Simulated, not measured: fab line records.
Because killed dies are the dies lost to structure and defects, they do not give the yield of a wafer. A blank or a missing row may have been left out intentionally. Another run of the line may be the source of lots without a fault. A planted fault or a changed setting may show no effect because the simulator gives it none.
Struck lot and sound lot, side by side :: flow n5 finfet :: 14 out of 1938 route steps
Sound: these wafers, L295.2, L295.3, L295.6. Wafers struck: L312.3, L312.4, L312.6. The cause comes at the end.
Each step with rows lists, per side, the tool, then ch with its chambers, then its first start. Under that, the readings that differ: sound wafers :: struck wafers :: difference of the means :: sigmas: that difference in standard deviations of wafers without a fault.
alike: readings whose means differ by less than 2 such deviations, and words and numbers that are the same on both sides. not compared: withheld readings, readings that some wafer has no value for, bounds like >300 that may hide the same value, and numbers for which the record gives no deviation and whose values overlap.
The two part at a step that has a row with sigmas, a row that says differs or no value, or rows on one side only. Non-overlapping numbers with no deviation appear without sigmas and do not part them. A reading that every wafer of one side lacks parts them only if that side has two wafers or more.

N5_MOL_CONTACT_COAG_STRIP_119: strips in N2/H2, time 30 s.
  sound on plasma asher-02 ch 0,1, day 5 22:20; struck on plasma asher-02 ch 0,1, day 10 06:41
  alike: drypump motor current A, heater power w
  not compared: rf hours counter h
then, 2 steps without rows for these wafers: N5_MOL_CONTACT_COAG_PRECLEAN_144 (cleans in alkaline clean, time 60 s); N5_MOL_CONTACT_COAG_SRD_145 (time 30 s).
N5_MOL_CONTACT_COAG_CD_MEAS_137: the cd target is 16 nm.
  sound: cd sem-03 at day 5 22:29; struck: cd sem-02 at day 10 06:49
  alike: cd nm
then, 8 steps without rows for these wafers: N5_MOL_CONTACT_COAG_COAT_62 (time 60 s, resist thk 60 nm); N5_MOL_CONTACT_COAG_COAT_63 (time 60 s, resist thk 10 nm); N5_MOL_CONTACT_COAG_COAT_64 (time 60 s, resist thk 10 nm); N5_MOL_CONTACT_COAG_COAT_34 (resist thk 40 nm); N5_MOL_CONTACT_COAG_EBR_36; N5_MOL_CONTACT_COAG_SOFTBAKE_35 (time 60 s); N5_MOL_CONTACT_COAG_EXPOSE_37 (exposes mask VD, defocus 0 nm); N5_MOL_CONTACT_COAG_PEB_38 (peb time 60 s).
N5_MOL_CONTACT_COAG_DEVELOP_39: develop time 30 s.
  sound on litho track-03 ch 0, day 5 22:52; struck on litho track-04, day 10 07:04
  no value came back on the struck wafers for chill plate temp C (C), develop time s (s); on the sound wafers chill plate temp C (C) reads 22.96 23.06 23.08
  not compared: model.CAR-EUV_of_MOL_CONTACT_COAG_COAT_34.thk nm
N5_MOL_CONTACT_COAG_CD_MEAS_40: the cd target is 25.1 nm.
  sound on cd sem-02 ch 0, day 5 22:56; struck on cd sem-02 ch 0, day 10 07:07
reading: cd nm (nm)
sound: 25.16 25.33 25.07
struck: - - -
difference: no value on the struck wafers
sigmas: 

== WHERE THEY PART ==
Earliest at N5_MOL_CONTACT_COAG_DEVELOP_39; latest, in this record, at N5_MOL_CONTACT_COAG_CD_MEAS_40.

WHY: what had been put in by the simulator
Step skipped in full: litho track-04, at N5_MOL_CONTACT_COAG_DEVELOP_39, from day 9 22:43 onward. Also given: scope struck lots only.
